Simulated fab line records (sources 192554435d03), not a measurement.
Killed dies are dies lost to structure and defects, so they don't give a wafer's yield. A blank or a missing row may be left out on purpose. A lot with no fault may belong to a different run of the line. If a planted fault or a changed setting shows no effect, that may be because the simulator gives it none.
Which of the tools did it? ; flow n5-finfet ; 24 lots with 72 wafers sampled at 5 steps, on a route of 1938 steps

== WHAT THE GAUGES READ, wafer by wafer ==
N5_MOL_CONTACT_COAG_CD_MEAS_08: target cd 28 nm.
lot;measured;on;cd-nm (nm)
L074;day 4 20:04;cd-sem-03;27.9 28.1 28.1
L075;day 4 22:07;cd-sem-01;28.2 28.1 27.6
L076;day 5 02:23;cd-sem-01;27.8 27.7 27.5
L077;day 5 10:45;cd-sem-01;27.9 28.2 27.8
L078;day 5 17:42;cd-sem-01;28.2 28.1 27.9
L079;day 6 01:53;cd-sem-01;28.5 28.2 28.3
L080;day 6 10:05;cd-sem-01;27.2 28.0 27.4
L081;day 6 10:42;cd-sem-03;28.8 28.4 28.0
L082;day 6 21:23;cd-sem-03;28.2 27.7 27.6
L083;day 6 22:40;cd-sem-01;27.5 28.2 27.9
L084;day 7 05:29;cd-sem-03;28.0 27.8 27.7
L085;day 7 10:56;cd-sem-02;27.7 27.6 28.4
L086;day 7 15:31;cd-sem-03;27.9 28.0 28.2
L087;day 7 22:04;cd-sem-02;28.2 28.1 28.1
L088;day 8 02:44;cd-sem-02;27.9 27.8 28.1
L089;day 8 08:16;cd-sem-01;28.0 27.8 27.3
L090;day 8 14:16;cd-sem-01;28.3 28.2 28.2
L091;day 8 20:34;cd-sem-01;27.9 27.9 27.6
L092;day 9 02:51;cd-sem-01;28.4 27.9 28.7
L093;day 9 08:23;cd-sem-03;27.9 27.9 27.8
L094;day 9 13:54;cd-sem-01;27.5 27.9 27.9
L095;day 9 20:04;cd-sem-02;28.0 27.7 27.4
L096;day 10 04:07;cd-sem-02;27.8 28.1 27.5
L097;day 10 11:23;cd-sem-03;28.3 28.3 27.8

N5_MOL_CONTACT_COAG_OVL_MEAS_09.
lot;measured;on;CA_OVL (nm)
L074;day 4 20:05;overlay-01;-0.2 0.4 0.4
L075;day 4 22:09;overlay-02;-0.3 -0.5 0.5
L076;day 5 02:25;overlay-02;0.2 -0.4 -0.3
L077;day 5 10:47;overlay-02;1.2 0.1 0.4
L078;day 5 17:44;overlay-01;1.5 1.1 1.3
L079;day 6 01:55;overlay-02;0.4 1.1 0.3
L080;day 6 10:08;overlay-02;0.4 0.0 0.3
L081;day 6 10:44;overlay-01;0.7 -0.4 0.1
L082;day 6 21:25;overlay-01;-0.1 0.1 -0.1
L083;day 6 22:41;overlay-02;0.2 0.2 -0.2
L084;day 7 05:31;overlay-01;-0.1 0.7 0.0
L085;day 7 10:58;overlay-02;0.0 0.1 0.5
L086;day 7 15:33;overlay-02;0.9 1.7 1.9
L087;day 7 22:07;overlay-01;2.1 1.3 1.3
L088;day 8 02:46;overlay-02;0.7 0.1 0.1
L089;day 8 08:18;overlay-01;0.7 1.6 0.2
L090;day 8 14:19;overlay-01;0.2 0.8 0.5
L091;day 8 20:36;overlay-01;0.7 0.2 0.4
L092;day 9 02:53;overlay-01;-0.1 0.6 -0.2
L093;day 9 08:25;overlay-02;-0.4 0.4 0.5
L094;day 9 13:56;overlay-01;0.0 1.1 1.5
L095;day 9 20:06;overlay-02;1.5 0.0 0.4
L096;day 10 04:08;overlay-02;0.3 0.2 0.4
L097;day 10 11:25;overlay-01;1.0 0.7 0.5

N5_MOL_CONTACT_COAG_INSPECT_42: inspects for defects (brightfield).
lot;measured;on;raw-defect-count
L074;day 5 06:24;defect-inspect-01;253 173 329
L075;day 5 10:10;defect-inspect-02;212 268 261
L076;day 5 15:10;defect-inspect-02;249 272 198
L077;day 5 23:22;defect-inspect-01;235 208 222
L078;day 6 05:28;defect-inspect-02;237 215 182
L079;day 6 15:02;defect-inspect-02;257 187 242
L080;day 6 21:53;defect-inspect-01;181 281 214
L081;day 6 21:40;defect-inspect-01;159 146 204
L082;day 7 08:53;defect-inspect-01;331 248 257
L083;day 7 09:38;defect-inspect-01;184 124 121
L084;day 7 16:25;defect-inspect-02;204 137 142
L085;day 8 01:26;defect-inspect-01;131 143 209
L086;day 8 05:03;defect-inspect-01;253 219 176
L087;day 8 11:41;defect-inspect-02;145 139 176
L088;day 8 16:41;defect-inspect-01;242 187 180
L089;day 8 21:01;defect-inspect-01;205 216 196
L090;day 9 01:04;defect-inspect-02;187 177 136
L091;day 9 07:36;defect-inspect-02;139 215 163
L092;day 9 13:14;defect-inspect-01;201 216 216
L093;day 9 20:58;defect-inspect-02;131 159 160
L094;day 9 23:44;defect-inspect-02;184 169 161
L095;day 10 05:56;defect-inspect-02;201 210 328
L096;day 10 16:33;defect-inspect-01;121 154 191
L097;day 11 00:22;defect-inspect-01;225 220 208

== WHAT TOOL EACH LOT RAN ON (gives the tool, then ch and the chambers of the sampled wafers, and finally the start) ==
lot;N5_MOL_CONTACT_COAG_DESCUM_88;N5_MOL_CONTACT_COAG_ETCH_91
L074;rie-diel-01 ch 0,2,3, day 5 05:04;rie-diel-06 ch 0,1,2, day 5 05:25
L075;rie-diel-04 ch 2,3, day 5 08:46;rie-diel-04 ch 0,1,2, day 5 09:10
L076;rie-diel-06 ch 0,1,2, day 5 13:49;rie-diel-01 ch 2,3, day 5 14:10
L077;rie-diel-04 ch 0,1,3, day 5 22:05;rie-diel-04 ch 0,3, day 5 22:30
L078;rie-diel-04 ch 0,1,2, day 6 04:16;rie-diel-01 ch 0,1,3, day 6 04:37
L079;rie-diel-06 ch 0,3, day 6 13:49;rie-diel-01 ch 0,1, day 6 14:10
L080;rie-diel-01 ch 0,1, day 6 20:41;rie-diel-06 ch 0,1, day 6 21:02
L081;rie-diel-01 ch 0,2,3, day 6 20:19;rie-diel-06 ch 0,1,2, day 6 20:40
L082;rie-diel-06 ch 0,2,3, day 7 07:31;rie-diel-01 ch 0,1,3, day 7 07:54
L083;rie-diel-04 ch 0,1,2, day 7 08:17;rie-diel-06 ch 0,2,3, day 7 08:39
L084;rie-diel-04 ch 0,1,3, day 7 15:12;rie-diel-06 ch 2,3, day 7 15:33
L085;rie-diel-01 ch 1,2, day 8 00:06;rie-diel-06 ch 1,3, day 8 00:27
L086;rie-diel-06 ch 1,2, day 8 03:43;rie-diel-01 ch 1,2,3, day 8 04:04
L087;rie-diel-06 ch 1,2,3, day 8 10:26;rie-diel-01 ch 0,2,3, day 8 10:47
L088;rie-diel-01 ch 0,2,3, day 8 15:14;rie-diel-04 ch 1,2, day 8 15:41
L089;rie-diel-06 ch 0,2, day 8 19:28;rie-diel-06 ch 0,2, day 8 19:59
L090;rie-diel-06 ch 2,3, day 8 23:43;rie-diel-01 ch 0,1,2, day 9 00:04
L091;rie-diel-01 ch 1,2, day 9 06:23;rie-diel-06 ch 0,3, day 9 06:44
L092;rie-diel-06 ch 0,2, day 9 12:01;rie-diel-06 ch 2,3, day 9 12:22
L093;rie-diel-01 ch 0,3, day 9 19:32;rie-diel-06 ch 2,3, day 9 19:53
L094;rie-diel-04 ch 0,1,2, day 9 22:28;rie-diel-06 ch 0,2,3, day 9 22:50
L095;rie-diel-04 ch 0,1,2, day 10 04:41;rie-diel-01 ch 0,3, day 10 05:02
L096;rie-diel-01 ch 0,2,3, day 10 14:46;rie-diel-06 ch 0,2,3, day 10 15:33
L097;rie-diel-04 ch 0,1,3, day 10 23:01;rie-diel-01 ch 0,1,2, day 10 23:24
- N5_MOL_CONTACT_COAG_DESCUM_88: chemistry O2, time 7 s.
- N5_MOL_CONTACT_COAG_ETCH_91: etches SOC in N2/H2, target depth 60 nm, overetch 21 nm, time 101.2 s.

== WHAT THE TOOLS THEMSELVES READ (means of the sampled wafers that have a number; where no wafer has one, the mark that the record gives instead) ==
N5_MOL_CONTACT_COAG_DESCUM_88.
lot;tool;drypump-motor-current-A (A);oes-product-au (a.u.);rf-vpp-V (V);showerhead-plenum-p-Torr (Torr);throttle-valve-pct (%)
L074;rie-diel-01;5.5;0.84;243.1;2.09;20.6
L075;rie-diel-04;5.7;0.75;243.4;2.10;20.0
L076;rie-diel-06;5.7;0.80;243.0;2.09;20.2
L077;rie-diel-04;5.9;0.81;242.9;2.09;20.3
L078;rie-diel-04;5.7;0.78;244.3;2.12;20.1
L079;rie-diel-06;5.7;0.84;241.9;2.05;19.9
L080;rie-diel-01;5.4;0.79;243.9;2.17;20.7
L081;rie-diel-01;5.5;0.82;243.3;2.09;20.6
L082;rie-diel-06;5.7;0.84;243.0;2.08;20.2
L083;rie-diel-04;5.7;0.76;243.9;2.12;20.1
L084;rie-diel-04;5.9;0.79;241.9;2.08;20.2
L085;rie-diel-01;5.7;0.72;243.4;2.11;20.9
L086;rie-diel-06;5.7;0.78;244.1;2.11;20.5
L087;rie-diel-06;5.9;0.77;243.7;2.11;20.4
L088;rie-diel-01;5.5;0.79;243.4;2.08;20.6
L089;rie-diel-06;5.6;0.83;243.2;2.04;20.0
L090;rie-diel-06;5.8;0.82;243.0;2.10;20.4
L091;rie-diel-01;5.8;0.69;242.4;2.03;20.8
L092;rie-diel-06;5.6;0.82;242.5;2.07;20.3
L093;rie-diel-01;5.2;0.85;243.8;2.14;20.5
L094;rie-diel-04;5.7;0.75;243.9;2.11;20.2
L095;rie-diel-04;5.7;0.75;243.3;2.11;20.2
L096;rie-diel-01;5.5;0.87;244.4;2.16;20.5
L097;rie-diel-04;5.9;0.77;242.4;2.08;20.3

N5_MOL_CONTACT_COAG_ETCH_91.
lot;tool;drypump-motor-current-A (A);oes-product-au (a.u.);rf-vpp-V (V);showerhead-plenum-p-Torr (Torr);throttle-valve-pct (%)
L074;rie-diel-06;5.73;0.68;524.0;2.56;17.79
L075;rie-diel-04;5.70;0.65;524.0;2.59;17.59
L076;rie-diel-01;5.72;0.63;521.7;2.48;18.13
L077;rie-diel-04;6.20;0.73;524.5;2.56;17.57
L078;rie-diel-01;5.41;0.70;526.3;2.63;18.02
L079;rie-diel-01;5.43;0.66;525.4;2.65;18.18
L080;rie-diel-06;5.68;0.67;523.6;2.54;17.76
L081;rie-diel-06;5.73;0.66;523.8;2.56;17.81
L082;rie-diel-01;5.42;0.69;525.4;2.62;18.03
L083;rie-diel-06;5.77;0.70;523.1;2.54;17.70
L084;rie-diel-06;5.94;0.69;524.9;2.56;17.67
L085;rie-diel-06;6.02;0.65;525.3;2.57;17.72
L086;rie-diel-01;5.64;0.64;523.3;2.55;18.19
L087;rie-diel-01;5.50;0.67;523.4;2.54;18.03
L088;rie-diel-04;5.46;0.59;525.2;2.60;17.63
L089;rie-diel-06;5.61;0.69;523.1;2.52;17.74
L090;rie-diel-01;5.52;0.64;524.6;2.56;18.19
L091;rie-diel-06;5.88;0.68;523.2;2.54;17.64
L092;rie-diel-06;5.92;0.68;524.2;2.56;17.69
L093;rie-diel-06;5.92;0.68;525.8;2.55;17.69
L094;rie-diel-06;5.74;0.68;523.5;2.53;17.73
L095;rie-diel-01;5.34;0.69;525.6;2.59;17.94
L096;rie-diel-06;5.77;0.68;523.9;2.53;17.75
L097;rie-diel-01;5.52;0.70;527.0;2.66;18.10

== THE ANSWER, worked out from the rows above alone ==
Rule: the lots themselves supply what counts as usual. The widest of any qualifying gaps counts: lots, ordered by their means at a reading, are off when they make up no more than a third of the lots, leave a main group of 4 or more, and stand apart from it by 3 or more times the standard deviation of that group's means. The tables above print the reading to a certain number of digits; a main group whose means all agree to those digits is not used. Also off: a lot with no number at a reading for which 4 or more lots have one. Any other lot the step has rows for is counted as sound. Order of review: gauges by route order, followed by the tools' own readings, for which a lot's mean as printed above is used. The first step at which some lot is off is used, and at that step the reading that is off furthest; a lot without a number counts as furthest.
Nothing can be told from this: no lot is off at any reading shown.

== WHAT THE SIMULATOR HAD INSERTED ==
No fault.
